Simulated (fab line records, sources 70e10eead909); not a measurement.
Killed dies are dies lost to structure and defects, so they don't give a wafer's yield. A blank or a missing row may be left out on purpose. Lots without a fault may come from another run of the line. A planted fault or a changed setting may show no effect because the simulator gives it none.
Chamber matching | flow nand_harc | NHARC_P_M2_ETCH_35 on rie_diel-10: 4 sister chambers
The step etches the open film in N2/H2, target depth 40 nm, overetch 12 nm, time 43.94 s. 16 wafers are shown with their chamber, then 8 later ones without.

WAFERS WITH THEIR CHAMBER
wafer  | chamber | drypump_motor_current_A (A) | showerhead_plenum_p_Torr (Torr) | rf_vpp_V (V)
L512.2 | 2       | 5.1                         | 2.03                            | 430.3
L512.4 | 0       | 6.0                         | 2.01                            | 429.6
L512.6 | 1       | 5.6                         | 1.97                            | 428.5
L514.1 | 3       | 6.3                         | 1.98                            | 428.0
L514.3 | 1       | 5.6                         | 1.97                            | 427.7
L514.4 | 0       | 6.0                         | 2.01                            | 429.0
L516.1 | 3       | 6.3                         | 1.98                            | 426.6
L516.4 | 0       | 6.0                         | 2.01                            | 431.0
L516.6 | 1       | 5.6                         | 1.97                            | 426.8
L517.1 | 1       | 5.6                         | 1.97                            | 428.5
L517.2 | 0       | 6.0                         | 2.01                            | 430.7
L517.6 | 2       | 5.1                         | 2.02                            | 430.7
L518.1 | 1       | 5.6                         | 1.97                            | 429.2
L518.4 | 0       | 6.1                         | 2.01                            | 431.1
L518.6 | 2       | 5.1                         | 2.02                            | 430.2
L520.1 | 2       | 5.1                         | 2.02                            | 430.3

SIGNATURES (means of the wafers above)
reading                  | chamber 0 | chamber 1 | chamber 2 | chamber 3 | scatter within a chamber
drypump_motor_current_A  | 6.020     | 5.600     | 5.100     | 6.300     | 0.0258
showerhead_plenum_p_Torr | 2.0100    | 1.9700    | 2.0225    | 1.9800    | 0.0025
rf_vpp_V                 | 430.280   | 428.140   | 430.375   | 427.300   | 0.815
Rule: a wafer's distance from a chamber is the root of the sum, over the readings, of the square of ((its reading less the chamber's mean) divided by the reading's scatter). The wafer belongs to the nearest chamber; if the next one is less than 2 further off, it can't be placed. The scatter: the root of (the sum of the squares of (reading less its chamber's mean) over the shown wafers, divided by (wafers less chambers)).

WAFERS WITHOUT THEIR CHAMBER
wafer  | drypump_motor_current_A (A) | showerhead_plenum_p_Torr (Torr) | rf_vpp_V (V)
L520.4 | 5.6                         | 1.97                            | 428.5
L520.5 | 5.1                         | 2.02                            | 431.4
L532.3 | 6.0                         | 2.01                            | 428.8
L532.5 | 5.1                         | 2.02                            | 430.0
L532.6 | 5.6                         | 1.96                            | 429.0
L535.4 | 5.7                         | 1.96                            | 429.2
L535.5 | 5.1                         | 2.02                            | 430.0
L535.6 | 5.6                         | 1.96                            | 429.7

WHICH CHAMBER EACH WENT THROUGH
wafer  | from the rows above | in truth
L520.4 | 1                   | 1
L520.5 | 2                   | 2
L532.3 | 0                   | 0
L532.5 | 2                   | 2
L532.6 | 1                   | 1
L535.4 | 1                   | 1
L535.5 | 2                   | 2
L535.6 | 1                   | 1
Placed correctly: 8 of 8. Can't be placed from these rows: 0. Placed wrongly: 0.
